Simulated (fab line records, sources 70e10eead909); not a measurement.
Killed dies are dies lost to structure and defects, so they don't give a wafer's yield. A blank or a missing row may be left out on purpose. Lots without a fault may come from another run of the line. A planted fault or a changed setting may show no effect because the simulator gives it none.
Chamber matching | flow nand_harc | NHARC_P_M2_ETCH_15 on rie_diel-04: 4 sister chambers
The step etches the open film in C4F8/Ar, target depth 182.5 nm, time 91.2 s. 8 wafers are shown with their chamber, then 9 later ones without.

WAFERS WITH THEIR CHAMBER
wafer  | chamber | rf_vpp_V (V) | oes_product_au (a.u.)
L420.5 | 2       | 446          | 0.925
L420.6 | 3       | 442          | 0.911
L421.1 | 3       | 441          | 0.951
L421.4 | 0       | 444          | 0.954
L421.5 | 1       | 438          | 0.937
L422.1 | 2       | 445          | 0.969
L422.3 | 1       | 438          | 0.975
L422.5 | 0       | 443          | 0.982

WAFERS WITHOUT THEIR CHAMBER
wafer  | rf_vpp_V (V) | oes_product_au (a.u.)
L433.1 | 443          | 0.935
L433.2 | 437          | 0.923
L433.5 | 444          | 0.922
L435.1 | 440          | 0.962
L435.4 | 443          | 0.960
L435.6 | 447          | 0.980
L436.3 | 438          | 0.917
L436.4 | 446          | 0.920
L436.5 | 442          | 0.919

WHICH CHAMBER EACH WENT THROUGH
wafer  | from the rows above     | in truth
L433.1 | can't be placed: 0 or 3 | 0
L433.2 | 1                       | 1
L433.5 | can't be placed: 0 or 2 | 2
L435.1 | can't be placed: 3 or 1 | 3
L435.4 | can't be placed: 0 or 3 | 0
L435.6 | 2                       | 2
L436.3 | 1                       | 1
L436.4 | 2                       | 2
L436.5 | 3                       | 3
Placed correctly: 5 of 9. Can't be placed from these rows: 4 (the true chamber is among the candidates in 4). Placed wrongly: 0.
How it was worked out, from the rows above alone: a wafer's distance from a chamber is the root of the sum, over the readings, of the square of ((its reading less the chamber's mean) divided by the reading's scatter). The wafer belongs to the nearest chamber; if the next one is less than 2 further off, it can't be placed. A chamber's mean is the mean of its shown wafers. The scatter: the root of (the sum of the squares of (reading less its chamber's mean) over the shown wafers, divided by (wafers less chambers)).
